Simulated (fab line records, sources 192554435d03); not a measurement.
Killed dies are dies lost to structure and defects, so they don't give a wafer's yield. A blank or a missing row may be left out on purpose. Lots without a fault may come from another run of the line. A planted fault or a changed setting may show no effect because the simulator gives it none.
Which tool did it? | flow n5_finfet | 10 lots, 30 wafers sampled, at 5 steps of a route of 1938

WHAT THE GAUGES READ, wafer by wafer
N5_HKMG_FIN_CD_MEAS_49: target cd 202 nm.
lot  | measured    | on        | cd_nm (nm)
L076 | day 4 13:16 | cd_sem-01 | 202.2 202.2 202.2
L078 | day 4 23:58 | cd_sem-02 | 203.0 201.5 202.1
L081 | day 5 18:38 | cd_sem-03 | 201.9 202.9 202.2
L083 | day 6 09:57 | cd_sem-02 | 202.6 203.2 203.2
L085 | day 6 17:25 | cd_sem-02 | 201.3 201.8 202.3
L087 | day 7 05:49 | cd_sem-01 | 202.1 202.5 202.2
L089 | day 7 19:37 | cd_sem-02 | 202.4 202.2 203.1
L092 | day 8 13:10 | cd_sem-03 | 201.4 201.6 202.0
L094 | day 9 01:59 | cd_sem-02 | 202.1 202.3 201.9
L096 | day 9 18:52 | cd_sem-01 | 201.2 202.0 201.7

WHICH TOOL RAN EACH LOT (tool, then ch and the chambers of the sampled wafers, then the start)
lot  | N5_SD_EPI_N_DESCUM_14             | N5_SDB_ETCH_18                    | N5_DUMMY_REMOVAL_HM_STRIP_01      | N5_DUMMY_REMOVAL_STRIP_10
L076 | rie_diel-04 ch 0,1,2, day 3 14:55 | rie_diel-05 ch 0,1,2, day 4 07:35 | rie_diel-02 ch 0,2,3, day 4 11:37 | rie_diel-02 ch 0,2,3, day 4 11:38
L078 | rie_diel-04 ch 0,3, day 4 00:59   | rie_diel-05 ch 1,3, day 4 17:08   | rie_diel-02 ch 0,2, day 4 22:26   | rie_diel-02 ch 0,2, day 4 22:28
L081 | rie_diel-05 ch 0,1, day 4 20:15   | rie_diel-05 ch 0,3, day 5 13:07   | rie_diel-02 ch 1,3, day 5 16:56   | rie_diel-02 ch 1,3, day 5 16:59
L083 | rie_diel-03 ch 1,2, day 5 09:30   | rie_diel-03 ch 0,1,2, day 6 04:02 | rie_diel-01 ch 0,3, day 6 08:07   | rie_diel-01 ch 0,3, day 6 08:10
L085 | rie_diel-03 ch 1,2, day 5 19:25   | rie_diel-05 ch 1,3, day 6 11:42   | rie_diel-02 ch 3, day 6 15:43     | rie_diel-02 ch 3, day 6 15:46
L087 | rie_diel-05 ch 0,1,2, day 6 06:11 | rie_diel-05 ch 1,2,3, day 6 23:39 | rie_diel-01 ch 0,1,3, day 7 04:15 | rie_diel-01 ch 0,1,3, day 7 04:17
L089 | rie_diel-03 ch 1,2,3, day 6 19:34 | rie_diel-03 ch 0,1,3, day 7 13:27 | rie_diel-01 ch 0,2, day 7 17:53   | rie_diel-01 ch 0,2, day 7 17:55
L092 | rie_diel-05 ch 0,2,3, day 7 14:23 | rie_diel-05 ch 0,1,3, day 8 07:43 | rie_diel-06 ch 0,1,3, day 8 11:32 | rie_diel-06 ch 0,1,3, day 8 11:34
L094 | rie_diel-04 ch 0,1, day 8 02:22   | rie_diel-03 ch 0,1,3, day 8 19:49 | rie_diel-01 ch 0,3, day 9 00:29   | rie_diel-01 ch 0,3, day 9 00:31
L096 | rie_diel-05 ch 1,2,3, day 8 21:22 | rie_diel-04 ch 0,2,3, day 9 13:23 | rie_diel-02 ch 0,3, day 9 17:22   | rie_diel-02 ch 0,3, day 9 17:25
- N5_SD_EPI_N_DESCUM_14: chemistry O2, time 7.9 s.
- N5_SDB_ETCH_18: etches SOC in N2/H2, target depth 100 nm, overetch 20 nm, time 150 s.
- N5_DUMMY_REMOVAL_HM_STRIP_01: strips SiNx in CH3F/O2, stops on poly-Si, target depth 4 nm, time 6.8 s.
- N5_DUMMY_REMOVAL_STRIP_10: strips in N2/H2, time 40 s.

THE ANSWER, worked out from the rows above alone
Rule: what is usual is taken from the lots themselves. Put in order of their means at a reading, lots are off if they are a third of the lots or fewer, leave a main group of 4 or more, and stand apart from it by a gap of 3 or more times the standard deviation of the main group's means; of several such gaps the widest counts. A main group whose means are all the same, to the digits that the tables above print for the reading, isn't used. A lot without any number at a reading at which 4 lots or more have one is off too. The other lots that the step has rows for count as sound.
No lot is off at any reading shown: from this, nothing can be told.

WHAT THE SIMULATOR HAD PUT IN
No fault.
